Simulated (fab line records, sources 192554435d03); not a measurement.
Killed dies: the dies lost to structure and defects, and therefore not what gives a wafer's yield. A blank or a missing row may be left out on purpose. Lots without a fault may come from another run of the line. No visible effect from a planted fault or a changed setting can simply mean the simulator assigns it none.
fab line records	flow n5-finfet
record lots=7	wafers=39
route steps=1938 shown FIN_SAQP@96 FIN_CUT@169 DUMMY_GATE@215
start-h: hours from the record's first day to the start of the lot's first wafer shown	wait-h: hours from the lot's prior step to this one	" unchanged from the row above	L1.1+2: a single row standing in for several wafers	- value missing, or start not given	* or withheld: withheld	< > ~ a bound
route shown NAME@n: names a module that has steps shown in the file, with the first one's number in the route	usual: mean/standard deviation of fault-free wafers	same: alike in all rows	chamber/n: place in a boat	sites: the reading at each site	_std_site: the standard deviation of these	_edge_site: outer sites' mean less inner sites'	radius-mm: for every site, how far away it sits from the centre of the wafer	mask NAME#n: copy n	behind: the most recent tool/chamber to have shaped the wafer	hold: reason for holding the lot/hours on hold/outcome of the hold	device: the transistor (n, p or np) that didn't switch	end of line: the same wafers' tests at the end of the route	for a step that has no rows: nothing shown but its recipe	killed: dies lost to structure and defects at the first sort, not the wafer's yield	map: shows each die of a wafer: x if killed, . if not, _ if none is there
set.NAME: setting as actually run; set.NAME@STEP: the setting as run at that earlier step	model.NAME: the simulator's own value behind a step, which no gauge read
lots run with intentionally changed settings; tables by step, rows by wafer
## steps
# step N5_FIN_SAQP_HM_DEP_03
# recipe material=SiNx	target-thk-a=380	temp-c=400	precursor=SiH4/NH3/N2	pressure-torr=1.5	rf-w=300	time-s=33.6
lot.wafer	tool	chamber	start-h	wait-h	set.time-s	model.SiNx_of_FIN_SAQP_HM_DEP_03.thk-nm
L075.1	pecvd-04	0	26.98	0.2	33.6	38.35
L075.2	"	2	"	"	33.6	38.32
L075.3	"	1	"	"	33.6	38.86
L075.4	"	2	"	"	33.6	39
L075.5	"	0	"	"	33.6	38.98
L075.6	"	1	"	"	33.6	39.54
L079.1	pecvd-01	2	51.09	0.2	29.46	32.6
L079.2	"	1	"	"	33.6	37.96
L079.3	"	0	"	"	29.46	32.56
L079.4	"	2	"	"	29.46	33.26
L079.5	"	1	"	"	33.6	38.7
L079.6	"	0	"	"	33.6	37.87
L084.2	pecvd-04	2	81.19	0.2	33.6	37.71
L084.5	"	0	"	"	33.6	38
L084.6	"	2	"	"	33.6	38.14
L088.1	pecvd-02	1	105.89	0.2	33.6	38.05
L088.2	"	2	"	"	33.6	38.02
L088.3	"	0	"	"	33.6	38.4
L088.4	"	2	"	"	33.6	38.84
L088.5	"	0	"	"	33.6	38.76
L088.6	"	1	"	"	33.6	38.64
L089.1	pecvd-04	1	111.18	0.2	37.38	42.09
L089.2	"	0	"	"	37.38	41.85
L089.3	"	2	"	"	37.38	41.41
L089.4	"	0	"	"	33.6	38.36
L089.5	"	2	"	"	33.6	37.95
L089.6	"	1	"	"	33.6	37.92
L091.1	pecvd-04	2	122.93	0.2	33.6	37.37
L091.2	"	0	"	"	33.6	37.63
L091.3	"	1	"	"	33.6	36.98
L091.4	"	1	"	"	33.6	37.96
L091.5	"	2	"	"	33.6	37.78
L091.6	"	0	"	"	33.6	38.1
L096.1+2	pecvd-01	1,0	153.62	0.2	33.6	37.89
L096.3	"	2	"	"	33.6	38.16
L096.4	"	1	"	"	33.6	38.62
L096.5	"	2	"	"	33.6	38.43
L096.6	"	0	"	"	33.6	38.17
# step N5_FIN_SAQP_THK_MEAS_05
# usual thk-nm=38.0/0.52
lot.wafer	tool	chamber	start-h	wait-h	set.time-s@FIN_SAQP_HM_DEP_03	thk-nm
L075.1	film-metro-02	-	27.06	0.1	33.6	38.3
L075.2	"	-	"	"	33.6	38.3
L075.3	"	-	"	"	33.6	38.8
L075.4	"	-	"	"	33.6	39.0
L075.5	"	-	"	"	33.6	39.0
L075.6	"	-	"	"	33.6	39.5
L079.1	film-metro-01	-	51.18	0.1	29.46	32.6
L079.2	"	-	"	"	33.6	38.0
L079.3	"	-	"	"	29.46	32.6
L079.4	"	-	"	"	29.46	33.3
L079.5	"	-	"	"	33.6	38.7
L079.6	"	-	"	"	33.6	37.8
L084.2	film-metro-02	-	81.28	0.1	33.6	37.7
L084.5	"	-	"	"	33.6	38.0
L084.6	"	-	"	"	33.6	38.1
L088.1	film-metro-02	-	105.97	0.1	33.6	38.1
L088.2	"	-	"	"	33.6	38.0
L088.3	"	-	"	"	33.6	38.4
L088.4	"	-	"	"	33.6	38.8
L088.5	"	-	"	"	33.6	38.8
L088.6	"	-	"	"	33.6	38.6
L089.1	film-metro-01	-	111.26	0.1	37.38	42.1
L089.2	"	-	"	"	37.38	41.8
L089.3	"	-	"	"	37.38	41.4
L089.4	"	-	"	"	33.6	38.4
L089.5	"	-	"	"	33.6	38.0
L089.6	"	-	"	"	33.6	37.9
L091.1	film-metro-02	-	123.01	0.1	33.6	37.3
L091.2	"	-	"	"	33.6	37.6
L091.3	"	-	"	"	33.6	36.9
L091.4	"	-	"	"	33.6	37.9
L091.5	"	-	"	"	33.6	37.8
L091.6	"	-	"	"	33.6	38.1
L096.1	film-metro-02	-	153.71	0.1	33.6	37.9
L096.2	"	-	"	"	33.6	37.9
L096.3	"	-	"	"	33.6	38.2
L096.4	"	-	"	"	33.6	38.6
L096.5	"	-	"	"	33.6	38.5
L096.6	"	-	"	"	33.6	38.2
# step N5_FIN_SAQP_MANDREL_ETCH_22
# recipe target-depth-a=600	chemistry=HBr/Cl2	target=a-Si	stop-on=SiNx	bt-time-s=10	over-etch-frac=0.5	time-s=30	pressure-mtorr=10	icp-w=800	bias-w=75	HBr_flow_sccm=150	Cl2_flow_sccm=80	ends=end-point
lot.wafer	tool	chamber	start-h	wait-h	set.over-etch-frac
L075.1+2+4	rie-si-04	1,3,2	28.13	0.0	0.5
L075.3+5+6	"	0,0,3	"	"	0.4882
L079.1+2+3	rie-si-01	1,2,0	52.26	0.0	0.5
L079.4+5+6	"	3,2,3	"	"	0.5161
L084.2+5+6	rie-si-02	3,3,0	82.22	0.0	0.5
L088.1+3+5	rie-si-02	0,2,3	107.27	0.0	0.5
L088.2+4+6	"	3,1,2	"	"	0.5273
L089.1+2+5	rie-si-02	0,2,3	112.33	0.0	0.5
L089.3+4+6	"	1,3,2	"	"	0.5334
L091.1+2+4	rie-si-04	0,3,1	123.96	0.0	0.5
L091.3+5+6	"	2,2,1	"	"	0.5179
L096.1+2+5	rie-si-04	1,0,0	154.93	0.0	0.5
L096.3+4+6	"	3,2,1	"	"	0.4702
# step N5_FIN_SAQP_STRIP_55
# recipe chemistry=N2/H2	power-w=500	temp-c=40	pressure-mtorr=50	rf-frequency-hz=6e+07	overash-fraction=0.3	bias-power-w=28	h2-frac=0.5	n2-flow-sccm=300	h2-flow-sccm=300
# step N5_FIN_SAQP_STRIP_23
# recipe chemistry=SPM	time-s=750	temp-c=130	h2so4-h2o2-vol-ratio=4
# step N5_FIN_SAQP_SPACER2_ALD_28
# recipe material=SiO2	target-thk-a=81	temp-c=300	ald-precursor-family=BDEAS	ald-co-reactant=O2-plasma	pulse-time-s=1	purge-time-s=2	co-reactant-purge-time-s=2	pressure-torr=2
# step N5_FIN_SAQP_SPACER2_ETCHBACK_29
# recipe chemistry=CHF3/O2	mode=anisotropic-etchback	target=SiO2	target-depth-a=122	time-s=6.1	pressure-mtorr=30	source-w=650	bias-w=170	Ar_flow_sccm=200	CHF3_flow_sccm=50	O2_flow_sccm=5	ion-energy-ev=200
# step N5_FIN_SAQP_MANDREL2_REMOVE_60
# recipe chemistry=HBr/Cl2/O2	bt-time-s=10	target=a-Si	stop-on=SiNx	endpoint=OES-SiCl	over-etch-frac=1	icp-w=600	bias-w=22	HBr_flow_sccm=150	Cl2_flow_sccm=80	O2_flow_sccm=5	pressure-mtorr=10
lot.wafer	tool	chamber	start-h	wait-h	set.time-s@FIN_SAQP_HM_DEP_03	model.SiNx_of_FIN_SAQP_HM_DEP_03.thk-nm
L075.1	rie-si-04	1	31.38	0.1	33.6	37.8
L075.2	"	0	"	"	33.6	37.6
L075.3	"	2	"	"	33.6	38.2
L075.4+5	"	3	"	"	33.6	38.4
L075.6	"	0	"	"	33.6	39
L079.1+3	rie-si-04	0,2	55.56	0.1	29.46	32
L079.2+6	"	3,1	"	"	33.6	37.2
L079.4	"	1	"	"	29.46	32.6
L079.5	"	0	"	"	33.6	38
L084.2	rie-si-02	2	85.42	0.1	33.6	37
L084.5	"	1	"	"	33.6	37.4
L084.6	"	2	"	"	33.6	37.6
L088.1+2	rie-si-01	1,3	110.65	0.1	33.6	37.4
L088.3	"	0	"	"	33.6	37.8
L088.4+5	"	2	"	"	33.6	38.2
L088.6	"	1	"	"	33.6	38
L089.1	rie-si-04	2	115.50	0.1	37.38	41.4
L089.2	"	0	"	"	37.38	41.2
L089.3	"	1	"	"	37.38	40.8
L089.4	"	3	"	"	33.6	37.8
L089.5+6	"	1,0	"	"	33.6	37.2
L091.1	rie-si-01	3	127.31	0.1	33.6	36.8
L091.2	"	0	"	"	33.6	37
L091.3	"	1	"	"	33.6	36.4
L091.4+5	"	2,3	"	"	33.6	37.2
L091.6	"	0	"	"	33.6	37.4
L096.1+2	rie-si-04	0,3	158.20	0.1	33.6	37.2
L096.3	"	2	"	"	33.6	37.6
L096.4+5	"	1,2	"	"	33.6	37.8
L096.6	"	3	"	"	33.6	37.4
# step N5_FIN_SAQP_HM_OPEN_33
# recipe chemistry=CH3F/O2	target=SiNx	mask-material=SiO2	target-depth-a=494	time-s=70.6	pressure-mtorr=30	source-w=395	bias-w=73	Ar_flow_sccm=150	CH3F_flow_sccm=30	O2_flow_sccm=20	ion-energy-ev=120	ends=cleared
# usual etch-rf-on-time-s=69.3/1.5
lot.wafer	tool	chamber	start-h	wait-h	set.time-s@FIN_SAQP_HM_DEP_03	etch-rf-on-time-s	model.etch.depth-nm
L075.1	rie-diel-04	1	31.54	0.0	33.6	68.5	37.73
L075.2	"	2	"	"	33.6	71.0	37.69
L075.3	"	3	"	"	33.6	70.2	38.21
L075.4	"	0	"	"	33.6	71.6	38.37
L075.5	"	3	"	"	33.6	71.4	38.33
L075.6	"	0	"	"	33.6	72.5	38.91
L079.1	rie-diel-02	0	55.71	0.0	29.46	59.4	31.97
L079.2	"	3	"	"	33.6	68.8	37.22
L079.3	"	1	"	"	29.46	58.6	31.93
L079.4	"	1	"	"	29.46	59.5	32.52
L079.5	"	0	"	"	33.6	70.3	38.07
L079.6	"	3	"	"	33.6	68.4	37.13
L084.2	rie-diel-04	1	85.61	0.1	33.6	66.4	37.09
L084.5	"	3	"	"	33.6	68.1	37.38
L084.6	"	0	"	"	33.6	68.7	37.51
L088.1	rie-diel-01	0	110.81	0.0	33.6	71.4	37.42
L088.2	"	3	"	"	33.6	70.8	37.39
L088.3	"	1	"	"	33.6	69.7	37.75
L088.4	"	2	"	"	33.6	73.5	38.21
L088.5	"	3	"	"	33.6	71.4	38.13
L088.6	"	2	"	"	33.6	72.9	38.02
L089.1	rie-diel-02	2	115.65	0.0	37.38	76.5	41.47
L089.2	"	0	"	"	37.38	77.5	41.22
L089.3	"	1	"	"	37.38	75.3	40.78
L089.4	"	3	"	"	33.6	71.7	37.71
L089.5	"	3	"	"	33.6	69.6	37.3
L089.6	"	0	"	"	33.6	69.7	37.29
L091.1	rie-diel-02	1	127.50	0.1	33.6	67.5	36.74
L091.2	"	3	"	"	33.6	68.8	36.94
L091.3	"	2	"	"	33.6	67.1	36.35
L091.4	"	0	"	"	33.6	69.5	37.26
L091.5	"	1	"	"	33.6	67.9	37.16
L091.6	"	2	"	"	33.6	69.1	37.4
L096.1	rie-diel-04	3	158.39	0.1	33.6	67.8	37.26
L096.2	"	2	"	"	33.6	69.2	37.15
L096.3	"	1	"	"	33.6	68.7	37.53
L096.4	"	0	"	"	33.6	70.9	37.88
L096.5	"	3	"	"	33.6	69.0	37.8
L096.6	"	2	"	"	33.6	69.4	37.43
# step N5_FIN_SAQP_ETCH_34
# recipe chemistry=C4F6/O2	target=SiO2	target-depth-a=450	time-s=15	ion-energy-ev=250	pressure-mtorr=30	source-w=345	bias-w=185	Ar_flow_sccm=300	C4F6_flow_sccm=10	O2_flow_sccm=10	ends=cleared
# step N5_FIN_SAQP_STRIP_77
# recipe chemistry=N2/H2	time-s=90	power-w=100	temp-c=40	pressure-mtorr=100	rf-frequency-hz=6e+07	bias-power-w=3	n2-flow-sccm=300	h2-flow-sccm=300
# step N5_FIN_SAQP_ETCH_64
# recipe chemistry=CF4	target=SiO2	target-depth-a=15	ion-energy-ev=350	pressure-mtorr=10	icp-w=800	bias-w=400	cf4-flow-sccm=80
# step N5_FIN_SAQP_FIN_ETCH_36
# recipe chemistry=HBr/Cl2/O2	target-depth-a=1200	mask-material=SiNx	time-s=50.4	bias-w=102	pressure-mtorr=10	icp-w=800	HBr_flow_sccm=150	Cl2_flow_sccm=80	O2_flow_sccm=12
lot.wafer	tool	chamber	start-h	wait-h	set.time-s@FIN_SAQP_HM_DEP_03	model.SiNx_of_FIN_SAQP_HM_DEP_03.thk-nm
L075.1+4	rie-si-02	0,1	31.83	0.0	33.6	21.8
L075.2+3	"	3,2	"	"	33.6	21.6
L075.5	"	3	"	"	33.6	22.2
L075.6	"	0	"	"	33.6	23
L079.1	rie-si-02	0	56.00	0.0	29.46	16
L079.2	"	2	"	"	33.6	20.8
L079.3	"	3	"	"	29.46	15.6
L079.4	"	1	"	"	29.46	15.8
L079.5	"	3	"	"	33.6	21.8
L079.6	"	0	"	"	33.6	21
L084.2+6	rie-si-01	2,1	85.89	0.0	33.6	21.2
L084.5	"	2	"	"	33.6	21.4
L088.1+2	rie-si-04	0,1	111.09	0.0	33.6	21.4
L088.3+5	"	3,0	"	"	33.6	21.8
L088.4	"	2	"	"	33.6	22.2
L088.6	"	1	"	"	33.6	22.4
L089.1	rie-si-01	0	115.94	0.0	37.38	25
L089.2	"	2	"	"	37.38	25.2
L089.3	"	1	"	"	37.38	24.2
L089.4	"	3	"	"	33.6	21.2
L089.5+6	"	3,0	"	"	33.6	20.8
L091.1	rie-si-02	0	127.79	0.0	33.6	20.8
L091.2+4+5	"	2,1,1	"	"	33.6	20.6
L091.3	"	3	"	"	33.6	20.4
L091.6	"	2	"	"	33.6	21
L096.1	rie-si-02	1	158.68	0.0	33.6	20.6
L096.2	"	3	"	"	33.6	21.2
L096.3+4+6	"	0,2,3	"	"	33.6	21.4
L096.5	"	0	"	"	33.6	21.6
# step N5_FIN_CUT_ETCH_21
# recipe chemistry=N2/H2	target=SOC	target-depth-a=2190	overetch-a=438	mask-material=SiARC	temp-c=40	ion-energy-ev=100	bias-w=61	time-s=523.5	pressure-mtorr=30	source-w=850	n2-flow-sccm=200	h2-flow-sccm=200
# usual rf-vpp-V=240.8/1.5
lot.wafer	tool	chamber	start-h	wait-h	set.bias-w	rf-vpp-V
L075.1	rie-diel-03	0	32.72	0.0	61	240.7
L075.2	"	1	"	"	54.39	223.6
L075.3	"	3	"	"	61	241.1
L075.4	"	2	"	"	54.39	224.8
L075.5	"	3	"	"	54.39	223.6
L075.6	"	2	"	"	61	243.4
L079.1	rie-diel-05	3	56.94	0.0	61	239.1
L079.2	"	2	"	"	61	241.3
L079.3	"	0	"	"	56.1	228.0
L079.4	"	1	"	"	61	239.5
L079.5	"	1	"	"	56.1	227.6
L079.6	"	0	"	"	56.1	228.8
L084.2	rie-diel-03	0	86.66	0.0	61	242.2
L084.5	"	1	"	"	61	240.0
L084.6	"	0	"	"	61	241.8
L088.1	rie-diel-03	2	112.10	0.0	61	242.2
L088.2	"	0	"	"	61	241.4
L088.3	"	3	"	"	64.77	251.2
L088.4	"	3	"	"	64.77	250.0
L088.5	"	0	"	"	61	240.4
L088.6	"	2	"	"	64.77	251.6
L089.1	rie-diel-05	3	116.72	0.0	61	239.7
L089.2	"	0	"	"	52.71	221.2
L089.3	"	2	"	"	52.71	219.0
L089.4	"	1	"	"	61	238.1
L089.5	"	3	"	"	52.71	218.0
L089.6	"	0	"	"	61	242.9
L091.1	rie-diel-06	1	128.58	0.0	69.14	262.5
L091.2	"	2	"	"	69.14	259.2
L091.3	"	0	"	"	61	241.1
L091.4	"	3	"	"	61	241.2
L091.5	"	1	"	"	61	242.1
L091.6	"	2	"	"	69.14	258.0
L096.1	rie-diel-05	1	159.87	0.0	61	240.0
L096.2	"	2	"	"	61	239.4
L096.3	"	3	"	"	61	239.4
L096.4	"	0	"	"	61	241.9
L096.5	"	1	"	"	61	239.4
L096.6	"	2	"	"	61	241.1
# step N5_DUMMY_GATE_CVD_03
# recipe material=a-Si	target-thk-a=1500	temp-c=530	precursor=SiH4	time-s=8042
lot.wafer	tool	chamber	start-h	wait-h	set.target-thk-a	model.a-Si_of_DUMMY_GATE_CVD_03.thk-nm
L075.1	-	-	-	0.5	1324	130.4
L075.2+3+5	"	-	"	"	1324	131.4
L075.4	"	-	"	"	1324	131
L075.6	"	-	"	"	1324	131.6
L079.1	-	-	-	0.1	1294	128.6
L079.2	"	-	"	"	1294	129
L079.3	"	-	"	"	1294	128
L079.4+5+6	"	-	"	"	1294	128.8
L084.2	lpcvd-02	0/45	96.75	0.1	1500	150.4
L084.5	"	0/59	"	"	1500	150.6
L084.6	"	0/64	"	"	1500	149.8
L088.1	-	-	-	0.1	1500	151.6
L088.2+6	"	-	"	"	1500	151
L088.3+4	"	-	"	"	1500	151.4
L088.5	"	-	"	"	1500	152.4
L089.1+4	-	-	-	0.1	1500	151.2
L089.2	"	-	"	"	1500	150.4
L089.3+6	"	-	"	"	1500	150
L089.5	"	-	"	"	1500	150.6
L091.1	-	-	-	0.1	1500	150.2
L091.2	"	-	"	"	1500	150
L091.3	"	-	"	"	1500	152.8
L091.4+6	"	-	"	"	1500	151.2
L091.5	"	-	"	"	1500	150.4
L096.1	-	-	-	0.1	1440	146.4
L096.2	"	-	"	"	1440	146.2
L096.3	"	-	"	"	1440	147.2
L096.4+5	"	-	"	"	1440	145.6
L096.6	"	-	"	"	1440	146.8
# step N5_DUMMY_GATE_ETCH_31
# recipe chemistry=C4F6/O2	target=SiO2	mask-material=SOC	target-depth-a=825	time-s=27.5	ion-energy-ev=250	pressure-mtorr=30	source-w=345	bias-w=185	Ar_flow_sccm=300	C4F6_flow_sccm=10	O2_flow_sccm=10
lot.wafer	tool	chamber	start-h	wait-h	set.target-depth-a	model.etch.depth-nm
L075.1	rie-diel-06	0	52.43	0.0	860	85.61
L075.2	"	2	"	"	860	86.94
L075.3	"	1	"	"	860	86.02
L075.4	"	3	"	"	825	80.99
L075.5	"	2	"	"	825	83.51
L075.6	"	1	"	"	825	81.64
L079.1	rie-diel-05	0	76.16	0.0	825	83.71
L079.2	"	3	"	"	825	81.24
L079.3	"	2	"	"	825	86.26
L079.4	"	1	"	"	825	84.36
L079.5	"	2	"	"	825	86.98
L079.6	"	3	"	"	825	81.28
L084.2	rie-diel-03	1	105.79	0.0	825	80.79
L084.5	"	3	"	"	825	80.82
L084.6	"	0	"	"	825	82.77
L088.1	rie-diel-05	1	130.78	0.0	825	82.07
L088.2	"	3	"	"	825	79.12
L088.3	"	0	"	"	825	81.72
L088.4	"	2	"	"	825	85.65
L088.5	"	3	"	"	825	78.44
L088.6	"	2	"	"	825	84.45
L089.1	rie-diel-06	2	136.03	0.0	825	82.55
L089.2	"	0	"	"	825	81.61
L089.3	"	3	"	"	886.1	86.48
L089.4	"	1	"	"	886.1	88.38
L089.5	"	1	"	"	886.1	88.76
L089.6	"	0	"	"	825	80.98
L096.1	rie-diel-06	1	179.31	0.3	726.3	72.8
L096.2	"	0	"	"	726.3	71.76
L096.3	"	2	"	"	825	82.7
L096.4	"	3	"	"	825	80.6
L096.5	"	0	"	"	825	81.13
L096.6	"	1	"	"	726.3	73.3
L091.1	rie-diel-05	0	188.05	0.1	774.4	77.29
L091.2	"	2	"	"	774.4	78.23
L091.3	"	2	"	"	825	84.31
L091.4	"	0	"	"	825	82.53
L091.5	"	2	"	"	774.4	78.72
L091.6	"	0	"	"	825	82.57
## key
split step=N5_FIN_SAQP_HM_DEP_03	setting=time-s	stated=33.6	by=wafer
response step=N5_FIN_SAQP_HM_DEP_03	reading=model.SiNx_of_FIN_SAQP_HM_DEP_03.thk-nm	change=+0.388	per=1%	r=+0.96
response step=N5_FIN_SAQP_THK_MEAS_05	reading=thk-nm	change=*	per=1%	r=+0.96
response step=N5_FIN_SAQP_MANDREL2_REMOVE_60	reading=model.SiNx_of_FIN_SAQP_HM_DEP_03.thk-nm	change=+0.384	per=1%	r=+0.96
response step=N5_FIN_SAQP_HM_OPEN_33	reading=etch-rf-on-time-s	change=*	per=1%	r=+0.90
response step=N5_FIN_SAQP_HM_OPEN_33	reading=model.etch.depth-nm	change=+0.387	per=1%	r=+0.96
response step=N5_FIN_SAQP_FIN_ETCH_36	reading=model.SiNx_of_FIN_SAQP_HM_DEP_03.thk-nm	change=+0.395	per=1%	r=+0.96
split step=N5_FIN_SAQP_MANDREL_ETCH_22	setting=over-etch-frac	stated=0.5	by=wafer
response none clear
split step=N5_FIN_CUT_ETCH_21	setting=bias-w	stated=61	by=wafer
response step=N5_FIN_CUT_ETCH_21	reading=rf-vpp-V	change=+1.5	per=1%	r=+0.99
split step=N5_DUMMY_GATE_CVD_03	setting=target-thk-a	stated=1500	by=lot
response step=N5_DUMMY_GATE_CVD_03	reading=model.a-Si_of_DUMMY_GATE_CVD_03.thk-nm	change=+1.65	per=1%	r=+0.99
split step=N5_DUMMY_GATE_ETCH_31	setting=target-depth-a	stated=825	by=wafer
response step=N5_DUMMY_GATE_ETCH_31	reading=model.etch.depth-nm	change=+0.789	per=1%	r=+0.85
